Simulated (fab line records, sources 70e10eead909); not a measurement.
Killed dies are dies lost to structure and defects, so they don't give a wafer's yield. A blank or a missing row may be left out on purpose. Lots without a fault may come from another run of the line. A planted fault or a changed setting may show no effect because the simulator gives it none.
Chamber matching | flow nand_harc | NHARC_A_BONDPAD_DESCUM_11 on rie_diel-12: 4 sister chambers
The step chemistry O2, time 3 s. 8 wafers are shown with their chamber, then 9 later ones without.

WAFERS WITH THEIR CHAMBER
wafer  | chamber | drypump_motor_current_A (A) | oes_product_au (a.u.)
L978.3 | 1       | 5.3                         | 0.992
L978.5 | 1       | 5.3                         | 0.989
L982.2 | 0       | 5.0                         | 0.994
L982.3 | 2       | 6.4                         | 0.997
L982.4 | 3       | 5.0                         | 0.993
L985.1 | 0       | 5.1                         | 0.997
L985.3 | 2       | 6.3                         | 0.998
L985.6 | 3       | 5.0                         | 1.013

WAFERS WITHOUT THEIR CHAMBER
wafer  | drypump_motor_current_A (A) | oes_product_au (a.u.)
L994.1 | 5.0                         | 1.001
L994.3 | 5.3                         | 0.999
L994.4 | 6.3                         | 1.003
L995.2 | 5.1                         | 1.018
L995.4 | 5.0                         | 1.007
L995.5 | 5.1                         | 1.014
L996.1 | 5.3                         | 0.994
L996.3 | 5.1                         | 1.017
L996.4 | 6.3                         | 0.998

WHICH CHAMBER EACH WENT THROUGH
wafer  | from the rows above     | in truth
L994.1 | can't be placed: 3 or 0 | 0
L994.3 | 1                       | 1
L994.4 | 2                       | 2
L995.2 | can't be placed: 3 or 0 | 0
L995.4 | can't be placed: 3 or 0 | 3
L995.5 | can't be placed: 3 or 0 | 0
L996.1 | 1                       | 1
L996.3 | can't be placed: 3 or 0 | 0
L996.4 | 2                       | 2
Placed correctly: 4 of 9. Can't be placed from these rows: 5 (the true chamber is among the candidates in 5). Placed wrongly: 0.
How it was worked out, from the rows above alone: a wafer's distance from a chamber is the root of the sum, over the readings, of the square of ((its reading less the chamber's mean) divided by the reading's scatter). The wafer belongs to the nearest chamber; if the next one is less than 2 further off, it can't be placed. A chamber's mean is the mean of its shown wafers. The scatter: the root of (the sum of the squares of (reading less its chamber's mean) over the shown wafers, divided by (wafers less chambers)).
